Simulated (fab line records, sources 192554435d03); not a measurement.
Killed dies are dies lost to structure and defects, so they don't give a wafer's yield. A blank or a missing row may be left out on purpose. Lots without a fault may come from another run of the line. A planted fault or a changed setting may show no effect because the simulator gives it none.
fab line records | flow n5_finfet
record lots=20 wafers=60 last_day=21
route steps=1938 shown FIN_CUT@163 SD_EPI_P@329
lots that met no fault: from a run of the same line without faults
start_h: hours from the record's first day to the start of the lot's first wafer shown | wait_h: hours since the lot's step before | " the same as in the row above | L1.1+2: a row that stands for several wafers | - no value, or no start given | * or withheld: withheld | < > ~ a bound
route shown NAME@n: a module of which the file shows steps, and the number in the route of the first | usual: mean/standard deviation of fault-free wafers | same: alike in all rows | chamber/n: place in a boat | sites: the reading at each site | _std_site: their standard deviation | _edge_site: outer sites' mean less inner sites' | radius_mm: how far each site lies from the wafer's centre | mask NAME#n: copy n | behind: the tool/chamber that last shaped the wafer | hold: why the lot was held/for how many hours/how that ended | device: the transistor (n, p or np) that didn't switch | end of line: the same wafers' tests at the end of the route | a step without rows: its recipe alone | killed: dies lost to structure and defects at the first sort, not the wafer's yield | map: a wafer's dies, x killed, . not, _ none there
set.NAME: the setting as run; set.NAME@STEP: as run at that earlier step | model.NAME: the simulator's own value behind a step, which no gauge read
steps of the route over a sample of lots; a table a step, a row a wafer
services: from which hour (start_h, from the record's first day; less than 0 if before it) a tool's chamber was out of use, for how many hours, and why
## steps
# step N5_FIN_CUT_CD_MEAS_08
# recipe target_cd_nm=29.1 landing_energy_ev=500 detector=se_inlens polarity=opening
# usual cd_nm=29.03/0.23
# columns lot.wafer tool chamber start_h wait_h cd_nm
L074.1 cd_sem-02 0 25.83 - 29.13
L074.4 " 0 " " 29.36
L074.6 " 0 " " 28.63
L075.2 cd_sem-01 0 33.47 - 29.31
L075.3 " 0 " " 29.10
L075.4 " 0 " " 28.88
L076.2 cd_sem-02 0 39.20 - 29.12
L076.4 " 0 " " 29.00
L076.6 " 0 " " 29.18
L077.2 cd_sem-02 0 44.37 - 28.92
L077.3 " 0 " " 29.09
L077.5 " 0 " " 29.32
L078.2 cd_sem-01 0 50.56 - 28.86
L078.4 " 0 " " 28.94
L078.5 " 0 " " 28.64
L079.4 cd_sem-01 0 56.72 - 28.77
L079.5 " 0 " " 28.94
L079.6 " 0 " " 28.90
L081.3 cd_sem-01 0 70.33 - 28.95
L081.5 " 0 " " 29.22
L081.6 " 0 " " 28.50
L082.3 cd_sem-02 0 74.18 - 29.23
L082.4 " 0 " " 29.40
L082.6 " 0 " " 28.99
L083.2 cd_sem-01 0 80.17 - 28.86
L083.3 " 0 " " 29.25
L083.6 " 0 " " 29.54
L084.1 cd_sem-01 0 86.84 - 28.97
L084.4 " 0 " " 28.91
L084.5 " 0 " " 29.00
L085.2 cd_sem-02 0 94.98 - 28.95
L085.3 " 0 " " 28.98
L085.4 " 0 " " 28.88
L087.1 cd_sem-01 0 103.66 - 28.93
L087.2 " 0 " " 28.81
L087.6 " 0 " " 28.66
L088.2 cd_sem-02 0 109.89 - 29.32
L088.5 " 0 " " 29.17
L088.6 " 0 " " 29.40
L089.1 cd_sem-03 0 116.81 - 28.84
L089.2 " 0 " " 28.92
L089.4 " 0 " " 29.16
L090.3 cd_sem-03 0 122.48 - 28.99
L090.4 " 0 " " 28.83
L090.6 " 0 " " 29.01
L091.3 cd_sem-01 0 129.07 - 29.03
L091.4 " 0 " " 29.13
L091.5 " 0 " " 29.26
L092.2 cd_sem-01 0 135.12 - 29.07
L092.3 " 0 " " 28.76
L092.5 " 0 " " 28.82
L095.1 cd_sem-01 0 152.88 - 28.61
L095.2 " 0 " " 28.84
L095.6 " 0 " " 29.17
L096.1 cd_sem-01 0 159.05 - 28.96
L096.2 " 0 " " 28.98
L096.5 " 0 " " 29.39
L097.4 cd_sem-03 0 165.08 - 29.56
L097.5 " 0 " " 29.53
L097.6 " 0 " " 29.02
# step N5_FIN_CUT_ETCH_30
# recipe chemistry=N2/H2 target=underlayer target_depth_a=130 mask_material=CAR-EUV time_s=10.4 ion_energy_ev=200 pressure_mtorr=30 source_w=840 bias_w=150 n2_flow_sccm=200 h2_flow_sccm=200 ends=cleared
# usual bias_w=150.0/0.47 drypump_motor_current_A=5.6/0.47 etch_rf_on_time_s=10.5/0.33 n2_flow_sccm=200.0/0.67 oes_product_au=0.66/0.048 rf_fwd_power_W=819.1/2.7 rf_vpp_V=524.4/2.9 showerhead_plenum_p_Torr=2.57/0.1 throttle_valve_pct=17.94/0.3
# columns lot.wafer tool chamber start_h wait_h bias_w drypump_motor_current_A etch_rf_on_time_s n2_flow_sccm oes_product_au rf_fwd_power_W rf_hours_counter_h rf_vpp_V showerhead_plenum_p_Torr throttle_valve_pct
L074.1 rie_diel-02 2 25.99 0.0 149.0 5.0 10.8 199.4 0.63 814.0 179 524.8 2.64 17.86
L074.4 " 1 " " 150.1 6.4 10.7 201.0 0.73 823.3 45 527.6 2.69 17.56
L074.6 " 2 " " 149.4 5.0 10.8 198.9 0.62 817.9 - 527.4 2.63 17.85
L075.2 rie_diel-05 3 33.62 0.0 150.0 5.7 10.1 200.9 0.67 818.8 138 522.0 2.45 17.75
L075.3 " 0 " " 149.8 5.0 10.7 201.1 0.64 820.0 138 520.6 2.43 17.87
L075.4 " 2 " " 149.8 6.1 10.2 199.8 0.70 819.7 91 528.8 2.70 17.96
L076.2 rie_diel-05 0 39.35 0.0 150.3 5.0 10.7 199.3 0.65 823.1 139 520.3 2.43 17.87
L076.4 " 0 " " 150.4 5.0 10.6 199.5 0.64 820.1 - 519.4 2.43 17.87
L076.6 " 2 " " 150.3 6.1 10.2 201.0 0.70 820.4 - 529.8 2.70 17.98
L077.2 rie_diel-05 2 44.53 0.0 150.1 6.1 9.9 200.3 0.70 825.7 94 525.5 2.70 17.97
L077.3 " 1 " " 150.0 5.6 10.5 198.9 0.63 814.1 170 526.9 2.66 18.07
L077.5 " 1 " " 149.3 5.6 10.4 199.6 0.63 814.9 - 526.6 2.66 18.08
L078.2 rie_diel-02 3 50.72 0.0 150.3 5.7 10.8 199.3 0.73 819.7 46 521.4 2.51 18.43
L078.4 " 2 " " 149.1 5.0 10.8 199.0 0.63 822.9 184 525.1 2.63 17.84
L078.5 " 0 " " 149.1 4.8 10.1 199.5 0.62 819.9 - 519.7 2.40 18.25
L079.4 rie_diel-06 0 56.87 0.0 151.1 5.8 10.6 200.3 0.69 816.6 95 523.1 2.58 18.10
L079.5 " 1 " " 149.4 5.5 10.5 199.9 0.74 822.5 - 528.2 2.67 17.33
L079.6 " 2 " " 150.2 5.5 10.5 200.8 0.63 819.5 - 521.6 2.51 17.75
L081.3 rie_diel-02 3 70.49 0.0 150.0 5.7 10.7 200.7 0.73 820.4 50 520.9 2.51 18.44
L081.5 " 0 " " 149.8 4.8 10.0 200.5 0.62 819.7 - 520.4 2.40 18.25
L081.6 " 3 " " 149.7 5.7 10.7 200.4 0.73 822.2 - 520.6 2.51 18.43
L082.3 rie_diel-05 3 74.35 0.0 149.7 5.8 10.2 201.2 0.66 820.8 144 521.3 2.45 17.75
L082.4 " 2 " " 150.2 6.1 10.1 200.6 0.70 818.8 98 527.6 2.70 17.99
L082.6 " 0 " " 149.6 5.0 10.6 199.5 0.64 816.3 - 520.5 2.43 17.86
L083.2 rie_diel-06 2 80.33 0.0 149.4 5.6 10.3 199.5 0.63 815.2 188 523.2 2.51 17.72
L083.3 " 0 " " 148.9 5.8 10.4 200.7 0.68 822.8 98 525.2 2.58 18.09
L083.6 " 1 " " 150.1 5.5 10.4 200.0 0.74 818.1 - 527.4 2.67 17.33
L084.1 rie_diel-06 2 87.00 0.0 150.9 5.5 10.3 199.5 0.64 823.6 189 523.6 2.51 17.75
L084.4 " 3 " " 150.1 6.1 9.9 199.7 0.60 816.5 236 524.5 2.61 18.13
L084.5 " 3 " " 150.2 6.1 9.9 201.6 0.60 818.9 - 525.8 2.61 18.13
L085.2 rie_diel-06 3 95.24 0.0 149.7 6.1 9.8 201.1 0.61 817.6 237 525.0 2.61 18.12
L085.3 " 0 " " 150.3 5.8 10.4 199.6 0.69 819.9 101 525.3 2.58 18.11
L085.4 " 2 " " 150.2 5.6 10.3 200.3 0.64 822.1 190 524.3 2.51 17.73
L087.1 rie_diel-06 0 103.84 0.0 149.6 5.8 10.5 200.3 0.69 823.2 103 522.4 2.58 18.11
L087.2 " 1 " " 150.1 5.6 10.5 200.2 0.73 819.9 54 526.9 2.67 17.36
L087.6 " 3 " " 149.9 6.0 9.9 200.5 0.59 820.7 - 525.1 2.61 18.13
L088.2 rie_diel-06 0 110.06 0.0 149.7 5.8 10.5 200.4 0.68 820.9 104 523.2 2.58 18.11
L088.5 " 3 " " 149.7 6.1 10.0 200.2 0.59 819.5 - 525.6 2.60 18.14
L088.6 " 2 " " 149.9 5.5 10.4 199.4 0.63 818.7 - 522.8 2.51 17.75
L089.1 rie_diel-02 3 116.96 0.0 149.8 5.7 10.8 200.1 0.72 817.6 57 520.8 2.51 18.45
L089.2 " 0 " " 150.2 4.9 10.2 199.4 0.61 819.8 215 521.5 2.39 18.27
L089.4 " 2 " " 150.7 5.0 11.2 200.4 0.60 820.7 197 526.4 2.63 17.88
L090.3 rie_diel-02 1 122.63 0.0 149.7 6.4 10.8 199.5 0.71 817.1 64 528.0 2.68 17.62
L090.4 " 2 " " 150.4 5.0 11.1 199.5 0.61 817.9 198 526.2 2.63 17.88
L090.6 " 1 " " 149.6 6.4 10.7 200.2 0.70 816.3 - 527.4 2.68 17.61
L091.3 rie_diel-06 1 129.23 0.0 150.7 5.6 10.2 200.2 0.73 818.2 59 527.3 2.67 17.37
L091.4 " 3 " " 149.4 6.1 10.0 199.9 0.60 817.6 245 525.0 2.60 18.14
L091.5 " 3 " " 150.1 6.1 9.9 200.1 0.60 820.4 - 526.5 2.60 18.13
L092.2 rie_diel-05 3 135.73 0.0 150.0 5.7 10.3 200.1 0.66 818.0 153 521.5 2.44 17.79
L092.3 " 1 " " 149.9 5.6 10.5 199.8 0.62 813.8 183 527.4 2.65 18.08
L092.5 " 1 " " 149.8 5.6 10.7 200.5 0.62 818.3 - 527.0 2.65 18.08
L095.1 rie_diel-05 0 153.04 0.0 150.8 5.0 10.6 199.3 0.62 819.2 157 520.7 2.43 17.90
L095.2 " 1 " " 149.5 5.5 10.7 200.1 0.61 814.4 187 526.0 2.65 18.09
L095.6 " 1 " " 149.0 5.6 10.9 200.3 0.60 817.6 - 525.1 2.65 18.09
L096.1 rie_diel-02 0 159.34 0.0 149.9 4.8 10.1 199.0 0.61 823.2 227 520.4 2.39 18.30
L096.2 " 2 " " 151.0 5.0 11.1 200.7 0.60 818.0 207 526.6 2.62 17.90
L096.5 " 1 " " 150.0 6.4 11.0 199.5 0.69 826.4 - 528.1 2.68 17.62
L097.4 rie_diel-06 1 165.24 0.0 151.0 5.6 10.5 199.6 0.71 818.3 - 528.7 2.66 17.39
L097.5 " 2 " " 150.2 5.5 10.5 200.0 0.62 815.9 - 523.0 2.50 17.77
L097.6 " 0 " " 149.8 5.8 10.7 199.1 0.66 818.8 - 523.9 2.57 18.16
# step N5_FIN_CUT_CUT_ETCH_15
# recipe chemistry=HBr/Cl2/O2 target=Si target_depth_a=1000 bt_time_s=10 mask_material=SOC time_s=42.4 ion_energy_ev=* bias_w=* pressure_mtorr=10 icp_w=800 HBr_flow_sccm=150 Cl2_flow_sccm=80 O2_flow_sccm=12
# usual bias_w=* drypump_motor_current_A=5.8/0.51 he_backside_leak_sccm=2.8/0.37 oes_product_au=0.997/0.018 rf_fwd_power_W=* throttle_valve_pct=37.3/0.35
# same bt_time_s=10
# columns lot.wafer tool chamber start_h wait_h bias_w drypump_motor_current_A he_backside_leak_sccm oes_product_au rf_fwd_power_W rf_hours_counter_h throttle_valve_pct
L074.1 rie_si-05 2 26.58 0.1 * 5.7 2.5 0.976 * 147 38.0
L074.4 " 1 " " * 5.0 2.6 0.988 * 29 36.9
L074.6 " 2 " " * 5.7 2.6 0.984 * - 38.0
L075.2 rie_si-05 0 34.22 0.1 * 5.0 2.8 0.978 * 192 37.3
L075.3 " 1 " " * 5.0 2.5 0.975 * 29 36.9
L075.4 " 2 " " * 5.7 2.7 0.978 * 148 38.0
L076.2 rie_si-02 3 39.95 0.1 * 6.7 3.4 0.994 * 30 36.7
L076.4 " 2 " " * 6.1 2.6 1.020 * 200 37.7
L076.6 " 0 " " * 6.0 3.1 0.995 * - 37.3
L077.2 rie_si-04 2 45.13 0.1 * 6.4 2.7 1.005 * 98 37.3
L077.3 " 1 " " * 5.3 2.7 1.016 * 192 37.2
L077.5 " 1 " " * 5.3 2.9 1.024 * - 37.2
L078.2 rie_si-05 2 51.31 0.1 * 5.7 2.6 0.971 * 148 37.9
L078.4 " 3 " " * 5.4 3.0 1.009 * 76 37.5
L078.5 " 1 " " * 5.0 2.6 0.985 * - 36.9
L079.4 rie_si-04 2 57.47 0.0 * 6.4 2.8 1.014 * 98 37.3
L079.5 " 3 " " * 5.3 2.8 1.015 * - 37.2
L079.6 " 0 " " * 5.9 2.6 0.979 * - 37.1
L081.3 rie_si-04 2 71.08 0.0 * 6.4 2.8 1.002 * 98 37.3
L081.5 " 0 " " * 5.9 2.5 0.977 * - 37.1
L081.6 " 1 " " * 5.4 3.1 1.022 * - 37.2
L082.3 rie_si-02 1 74.94 0.0 * 6.1 2.6 0.997 * 145 37.7
L082.4 " 3 " " * 6.7 3.4 0.990 * 31 36.6
L082.6 " 1 " " * 6.1 2.6 1.001 * - 37.7
L083.2 rie_si-02 3 80.93 0.1 * 6.7 3.5 0.980 * 31 36.6
L083.3 " 1 " " * 6.1 2.7 1.002 * 145 37.7
L083.6 " 1 " " * 6.1 2.7 0.992 * - 37.7
L084.1 rie_si-04 3 87.77 0.1 * 5.3 2.7 1.013 * 147 37.2
L084.4 " 0 " " * 5.9 2.5 0.972 * - 37.1
L084.5 " 2 " " * 6.3 2.6 1.013 * - 37.3
L085.2 rie_si-02 3 95.83 0.1 * 6.7 3.5 0.989 * 32 36.7
L085.3 " 0 " " * 6.0 3.1 1.000 * 180 37.2
L085.4 " 0 " " * 6.0 3.1 0.996 * - 37.2
L087.1 rie_si-02 2 104.43 0.1 * 6.2 2.4 1.030 * 0 37.1
L087.2 " 3 " " * 6.7 3.3 0.993 * 32 36.7
L087.6 " 3 " " * 6.7 3.3 0.989 * - 36.6
L088.2 rie_si-05 2 110.66 0.1 * 5.7 2.7 0.983 * 149 38.0
L088.5 " 1 " " * 5.0 2.6 0.985 * - 36.9
L088.6 " 2 " " * 5.7 2.6 0.980 * - 38.0
L089.1 rie_si-05 2 117.56 0.1 * 5.7 2.6 0.969 * 149 38.0
L089.2 " 3 " " * 5.4 2.7 1.016 * 77 37.5
L089.4 " 1 " " * 5.0 2.6 0.985 * 31 36.9
L090.3 rie_si-05 1 123.23 0.0 * 5.0 2.7 0.982 * 31 36.9
L090.4 " 2 " " * 5.7 2.4 0.976 * 149 37.9
L090.6 " 2 " " * 5.7 2.6 0.972 * - 38.0
L091.3 rie_si-02 3 129.96 0.0 * 6.7 3.2 0.982 * 32 36.6
L091.4 " 1 " " * 6.1 2.7 1.002 * 146 37.7
L091.5 " 2 " " * 6.1 2.4 1.022 * - 37.1
L092.2 rie_si-04 2 136.33 0.1 * 6.4 2.7 1.012 * 100 37.3
L092.3 " 3 " " * 5.3 2.8 1.015 * 148 37.2
L092.5 " 0 " " * 5.9 2.6 0.979 * - 37.1
L095.1 rie_si-02 1 153.63 0.1 * 6.1 2.6 0.995 * 146 37.7
L095.2 " 0 " " * 6.0 3.1 1.005 * 181 37.3
L095.6 " 1 " " * 6.1 2.4 1.000 * - 37.7
L096.1 rie_si-04 2 159.93 0.1 * 6.3 2.8 1.017 * 100 37.3
L096.2 " 3 " " * 5.3 2.7 1.019 * 148 37.2
L096.5 " 2 " " * 6.3 2.8 1.008 * - 37.3
L097.4 rie_si-05 3 165.86 0.1 * 5.4 3.0 1.011 * - 37.5
L097.5 " 1 " " * 5.0 2.7 0.981 * - 36.9
L097.6 " 2 " " * 5.7 2.5 0.981 * - 38.0
# step N5_FIN_CUT_CUT_ETCH_28
# recipe chemistry=HBr/Cl2/O2 target=Si target_depth_a=60 mask_material=SOC time_s=2.4 ion_energy_ev=* bias_w=* pressure_mtorr=10 icp_w=800 HBr_flow_sccm=150 Cl2_flow_sccm=80 O2_flow_sccm=12
# usual bias_w=* drypump_motor_current_A=5.8/0.52 he_backside_leak_sccm=2.8/0.33 oes_product_au=0.996/0.018 rf_fwd_power_W=* throttle_valve_pct=37.3/0.35
# columns lot.wafer tool chamber start_h wait_h bias_w drypump_motor_current_A he_backside_leak_sccm oes_product_au rf_fwd_power_W rf_hours_counter_h throttle_valve_pct
L074.1 rie_si-05 2 26.64 0.0 * 5.7 2.6 0.971 * 147 38.0
L074.4 " 1 " " * 5.0 2.4 0.983 * 29 36.9
L074.6 " 2 " " * 5.7 2.5 0.984 * - 38.0
L075.2 rie_si-05 0 34.27 0.0 * 5.0 2.8 0.980 * 192 37.3
L075.3 " 1 " " * 5.0 2.7 0.978 * 29 36.9
L075.4 " 2 " " * 5.7 2.3 0.980 * 148 38.0
L076.2 rie_si-02 3 40.00 0.0 * 6.7 3.5 0.989 * 30 36.7
L076.4 " 2 " " * 6.1 2.7 1.026 * 200 37.7
L076.6 " 0 " " * 6.0 3.0 0.996 * - 37.2
L077.2 rie_si-04 2 45.18 0.0 * 6.3 2.7 0.996 * 98 37.3
L077.3 " 1 " " * 5.3 2.9 1.022 * 193 37.2
L077.5 " 1 " " * 5.4 3.0 1.019 * - 37.2
L078.2 rie_si-05 2 51.37 0.0 * 5.7 2.5 0.974 * 148 38.0
L078.4 " 3 " " * 5.4 2.9 1.006 * 76 37.5
L078.5 " 1 " " * 5.0 2.8 0.973 * - 36.9
L079.4 rie_si-04 2 57.52 0.0 * 6.4 2.6 1.008 * 98 37.3
L079.5 " 3 " " * 5.3 2.7 1.014 * - 37.2
L079.6 " 0 " " * 5.9 2.5 0.977 * - 37.1
L081.3 rie_si-04 2 71.14 0.0 * 6.4 2.6 1.007 * 98 37.3
L081.5 " 0 " " * 5.9 2.5 0.972 * - 37.1
L081.6 " 1 " " * 5.3 3.2 1.013 * - 37.2
L082.3 rie_si-02 1 75.00 0.0 * 6.1 2.5 1.000 * 145 37.7
L082.4 " 3 " " * 6.7 3.5 0.983 * 31 36.6
L082.6 " 1 " " * 6.1 2.6 1.005 * - 37.7
L083.2 rie_si-02 3 80.98 0.0 * 6.7 3.5 0.987 * 31 36.7
L083.3 " 1 " " * 6.1 2.8 1.009 * 145 37.7
L083.6 " 1 " " * 6.1 2.5 0.999 * - 37.7
L084.1 rie_si-04 3 87.82 0.0 * 5.3 2.8 1.018 * 147 37.2
L084.4 " 0 " " * 5.9 2.4 0.968 * - 37.0
L084.5 " 2 " " * 6.3 2.7 1.014 * - 37.3
L085.2 rie_si-02 3 95.89 0.0 * 6.7 3.5 0.987 * 32 36.6
L085.3 " 0 " " * 6.0 2.9 0.996 * 180 37.2
L085.4 " 0 " " * 6.0 3.2 0.999 * - 37.3
L087.1 rie_si-02 2 104.49 0.0 * 6.1 2.3 1.031 * 0 37.1
L087.2 " 3 " " * 6.7 3.2 0.981 * 32 36.7
L087.6 " 3 " " * 6.7 3.2 0.984 * - 36.7
L088.2 rie_si-05 2 110.72 0.0 * 5.7 2.5 0.982 * 149 38.0
L088.5 " 1 " " * 5.0 2.7 0.981 * - 36.9
L088.6 " 2 " " * 5.7 2.4 0.975 * - 38.0
L089.1 rie_si-05 2 117.61 0.0 * 5.7 2.5 0.978 * 149 38.0
L089.2 " 3 " " * 5.4 2.9 1.016 * 77 37.5
L089.4 " 1 " " * 5.0 2.8 0.973 * 31 36.9
L090.3 rie_si-05 1 123.28 0.0 * 5.0 2.5 0.968 * 31 36.9
L090.4 " 2 " " * 5.7 2.5 0.980 * 149 38.0
L090.6 " 2 " " * 5.7 2.5 0.980 * - 37.9
L091.3 rie_si-02 3 130.01 0.0 * 6.7 3.4 0.984 * 32 36.6
L091.4 " 1 " " * 6.1 2.5 0.996 * 146 37.7
L091.5 " 2 " " * 6.1 2.4 1.031 * - 37.1
L092.2 rie_si-04 2 136.38 0.0 * 6.3 2.6 1.009 * 100 37.3
L092.3 " 3 " " * 5.3 2.7 1.016 * 148 37.2
L092.5 " 0 " " * 5.9 2.6 0.968 * - 37.1
L095.1 rie_si-02 1 153.69 0.0 * 6.1 2.5 1.004 * 146 37.7
L095.2 " 0 " " * 6.0 2.8 1.000 * 181 37.2
L095.6 " 1 " " * 6.1 2.3 1.006 * - 37.7
L096.1 rie_si-04 2 159.99 0.0 * 6.4 2.7 1.010 * 100 37.3
L096.2 " 3 " " * 5.3 2.7 1.011 * 148 37.2
L096.5 " 2 " " * 6.4 2.5 1.011 * - 37.3
L097.4 rie_si-05 3 165.91 0.0 * 5.4 2.8 1.019 * - 37.5
L097.5 " 1 " " * 5.0 2.7 0.980 * - 36.9
L097.6 " 2 " " * 5.7 2.6 0.978 * - 38.0
# step N5_FIN_CUT_STRIP_22
# recipe chemistry=N2/H2 power_w=500 temp_c=40 pressure_mtorr=50 rf_frequency_hz=6e+07 overash_fraction=0.3 bias_power_w=8 h2_frac=0.5 n2_flow_sccm=300 h2_flow_sccm=300
# usual drypump_motor_current_A=5.6/0.48 n2_flow_sccm=299.9/0.78 oes_product_au=0.78/0.062 rf_vpp_V=54.3/2.5 showerhead_plenum_p_Torr=3.39/0.13 throttle_valve_pct=19.1/0.53
# columns lot.wafer tool chamber start_h wait_h drypump_motor_current_A n2_flow_sccm oes_product_au rf_hours_counter_h rf_vpp_V showerhead_plenum_p_Torr throttle_valve_pct
L074.1 rie_diel-06 1 26.71 0.0 5.6 299.5 0.87 42 53.2 3.53 18.1
L074.4 " 3 " " 6.0 299.8 0.67 228 54.9 3.44 19.0
L074.6 " 0 " " 5.9 300.0 0.82 - 56.2 3.41 19.3
L075.2 rie_diel-06 3 34.34 0.0 6.0 298.1 0.68 229 49.4 3.44 19.1
L075.3 " 2 " " 5.6 299.1 0.73 181 56.1 3.33 18.9
L075.4 " 1 " " 5.6 299.3 0.87 43 51.6 3.53 18.1
L076.2 rie_diel-06 2 40.07 0.0 5.6 300.4 0.75 182 53.3 3.33 18.9
L076.4 " 0 " " 5.8 299.8 0.83 93 51.5 3.41 19.3
L076.6 " 2 " " 5.6 299.6 0.75 - 53.6 3.33 19.0
L077.2 rie_diel-06 0 45.25 0.0 5.9 299.1 0.82 93 55.3 3.41 19.2
L077.3 " 2 " " 5.6 301.1 0.74 182 53.9 3.32 19.0
L077.5 " 0 " " 5.8 298.9 0.80 - 51.0 3.41 19.2
L078.2 rie_diel-02 0 51.43 0.0 4.8 299.3 0.71 202 56.5 3.17 19.4
L078.4 " 3 " " 5.7 300.1 0.91 46 52.6 3.32 20.2
L078.5 " 0 " " 4.8 299.9 0.73 - 57.7 3.17 19.4
L079.4 rie_diel-02 1 57.59 0.0 6.4 299.1 0.87 51 59.3 3.54 18.5
L079.5 " 1 " " 6.4 297.8 0.86 - 50.5 3.54 18.5
L079.6 " 2 " " 5.1 300.6 0.77 - 54.1 3.47 19.0
L081.3 rie_diel-02 2 71.20 0.0 5.0 299.1 0.75 188 52.8 3.47 19.0
L081.5 " 1 " " 6.4 300.0 0.86 - 52.6 3.54 18.5
L081.6 " 2 " " 5.0 300.1 0.75 - 53.3 3.47 19.0
L082.3 rie_diel-05 3 75.06 0.0 5.8 300.3 0.75 144 54.5 3.24 18.8
L082.4 " 1 " " 5.6 298.7 0.74 175 58.0 3.50 19.1
L082.6 " 0 " " 5.0 300.2 0.76 - 51.7 3.22 19.0
L083.2 rie_diel-05 1 81.05 0.0 5.6 301.0 0.73 176 56.1 3.50 19.2
L083.3 " 0 " " 5.0 301.3 0.73 146 49.9 3.22 19.0
L083.6 " 1 " " 5.6 300.6 0.74 - 57.0 3.50 19.1
L084.1 rie_diel-05 1 87.89 0.0 5.6 300.0 0.73 177 54.9 3.50 19.2
L084.4 " 2 " " 6.1 300.7 0.82 101 52.9 3.56 19.7
L084.5 " 0 " " 5.0 299.4 0.73 - 53.9 3.22 18.9
L085.2 rie_diel-05 3 95.96 0.1 5.6 300.1 0.75 148 50.3 3.23 18.8
L085.3 " 0 " " 5.0 299.9 0.74 149 53.2 3.22 18.9
L085.4 " 2 " " 6.2 301.2 0.79 102 52.6 3.56 19.7
L087.1 rie_diel-02 1 104.57 0.1 6.4 299.5 0.85 60 55.8 3.54 18.5
L087.2 " 2 " " 5.0 298.6 0.73 195 56.7 3.47 19.1
L087.6 " 2 " " 5.1 299.5 0.74 - 53.2 3.47 19.0
L088.2 rie_diel-02 0 110.78 0.0 4.9 298.4 0.71 214 51.8 3.17 19.4
L088.5 " 3 " " 5.7 299.5 0.89 - 56.4 3.32 20.2
L088.6 " 0 " " 4.8 300.0 0.71 - 56.9 3.17 19.4
L089.1 rie_diel-02 2 117.68 0.0 5.1 299.7 0.75 197 52.4 3.47 19.0
L089.2 " 1 " " 6.4 301.4 0.87 63 57.8 3.54 18.5
L089.4 " 3 " " 5.7 299.9 0.88 58 57.0 3.31 20.2
L090.3 rie_diel-02 2 123.35 0.0 5.1 301.3 0.73 198 53.7 3.47 19.1
L090.4 " 3 " " 5.7 299.4 0.85 58 54.0 3.31 20.2
L090.6 " 1 " " 6.4 299.8 0.85 - 60.4 3.54 18.5
L091.3 rie_diel-06 3 130.08 0.0 6.1 300.3 0.67 246 55.4 3.43 19.1
L091.4 " 2 " " 5.5 300.0 0.75 198 52.4 3.32 18.9
L091.5 " 1 " " 5.6 300.4 0.84 - 59.7 3.52 18.2
L092.2 rie_diel-02 1 136.45 0.0 6.4 300.7 0.84 67 59.5 3.53 18.5
L092.3 " 0 " " 4.9 300.9 0.71 219 55.4 3.16 19.5
L092.5 " 1 " " 6.4 299.6 0.84 - 56.9 3.54 18.5
L095.1 rie_diel-05 3 153.79 0.1 5.7 298.5 0.72 157 51.7 3.23 18.8
L095.2 " 2 " " 6.1 299.6 0.80 110 53.3 3.55 19.7
L095.6 " 1 " " 5.6 300.3 0.74 - 54.0 3.49 19.2
L096.1 rie_diel-02 2 160.08 0.1 5.0 299.7 0.72 207 55.6 3.46 19.1
L096.2 " 1 " " 6.4 299.8 0.83 73 49.1 3.53 18.5
L096.5 " 1 " " 6.4 299.5 0.81 - 54.0 3.53 18.5
L097.4 rie_diel-06 0 165.97 0.0 5.8 298.9 0.80 - 51.5 3.40 19.3
L097.5 " 2 " " 5.5 300.3 0.71 - 55.0 3.31 19.0
L097.6 " 1 " " 5.6 300.0 0.82 - 54.5 3.51 18.2
# step N5_SD_EPI_P_INSPECT_26
# recipe inspect_instrument=darkfield mode=post_epi
# usual raw_defect_count=176/38
# columns lot.wafer tool chamber start_h wait_h raw_defect_count
L074.1 defect_inspect-01 - 56.72 0.0 173
L074.4 " - " " 147
L074.6 " - " " 135
L075.2 defect_inspect-01 - 62.55 0.0 122
L075.3 " - " " 163
L075.4 " - " " 142
L076.2 defect_inspect-02 - 69.55 0.0 116
L076.4 " - " " 120
L076.6 " - " " 105
L077.2 defect_inspect-01 - 74.37 0.0 175
L077.3 " - " " 112
L077.5 " - " " 128
L078.2 defect_inspect-02 - 83.46 0.0 201
L078.4 " - " " 175
L078.5 " - " " 210
L079.4 defect_inspect-02 - 89.09 0.0 215
L079.5 " - " " 219
L079.6 " - " " 167
L081.3 defect_inspect-02 - 100.80 0.0 205
L081.5 " - " " 161
L081.6 " - " " 181
L082.3 defect_inspect-01 - 103.78 0.0 274
L082.4 " - " " 226
L082.6 " - " " 241
L083.2 defect_inspect-01 - 109.68 0.0 172
L083.3 " - " " 236
L083.6 " - " " 207
L084.1 defect_inspect-01 - 119.92 0.0 117
L084.4 " - " " 152
L084.5 " - " " 103
L085.2 defect_inspect-01 - 126.22 0.0 191
L085.3 " - " " 256
L085.4 " - " " 261
L087.1 defect_inspect-02 - 134.17 0.0 126
L087.2 " - " " 147
L087.6 " - " " 185
L088.2 defect_inspect-02 - 139.09 0.0 218
L088.5 " - " " 187
L088.6 " - " " 247
L089.1 defect_inspect-01 - 146.36 0.0 216
L089.2 " - " " 214
L089.4 " - " " 176
L090.3 defect_inspect-02 - 155.10 0.0 192
L090.4 " - " " 163
L090.6 " - " " 165
L091.3 defect_inspect-02 - 160.06 0.0 183
L091.4 " - " " 138
L091.5 " - " " 184
L092.2 defect_inspect-01 - 166.15 0.0 207
L092.3 " - " " 256
L092.5 " - " " 253
L095.1 defect_inspect-02 - 185.74 0.0 251
L095.2 " - " " 205
L095.6 " - " " 171
L096.1 defect_inspect-01 - 189.34 0.0 129
L096.2 " - " " 182
L096.5 " - " " 143
L097.4 defect_inspect-01 - 196.40 0.0 171
L097.5 " - " " 221
L097.6 " - " " 175
## services
# columns tool chamber start_h hours kind
rie_si-04 0 28.90 - clean
rie_si-04 0 28.90 - consumable_replace:focus_ring
rie_si-04 0 28.90 16.6 scheduled_down
rie_si-04 0 28.90 16.6 vent_cycle
rie_diel-05 3 36.76 2.9 repair
rie_si-02 2 58.98 4.3 repair
rie_si-05 - 66.79 14.3 repair
rie_si-02 - 69.10 0.4 repair
rie_si-02 2 78.99 - clean
rie_si-02 2 78.99 24.0 scheduled_down
rie_si-02 2 78.99 24.0 vent_cycle
rie_si-04 1 86.45 8.8 repair
rie_diel-05 - 95.09 0.1 repair
rie_diel-06 3 141.41 1.3 repair
rie_si-05 0 141.82 21.8 repair
rie_si-04 1 147.08 - clean
rie_diel-06 3 156.83 2.9 repair
rie_diel-06 3 159.87 - clean
rie_diel-06 3 159.87 - consumable_replace:focus_ring
rie_diel-06 3 159.87 22.0 scheduled_down
rie_diel-06 3 159.87 22.0 vent_cycle
rie_si-05 0 163.63 - clean
rie_si-05 0 163.63 23.6 scheduled_down
rie_si-05 0 163.63 23.6 vent_cycle
## key
fault none
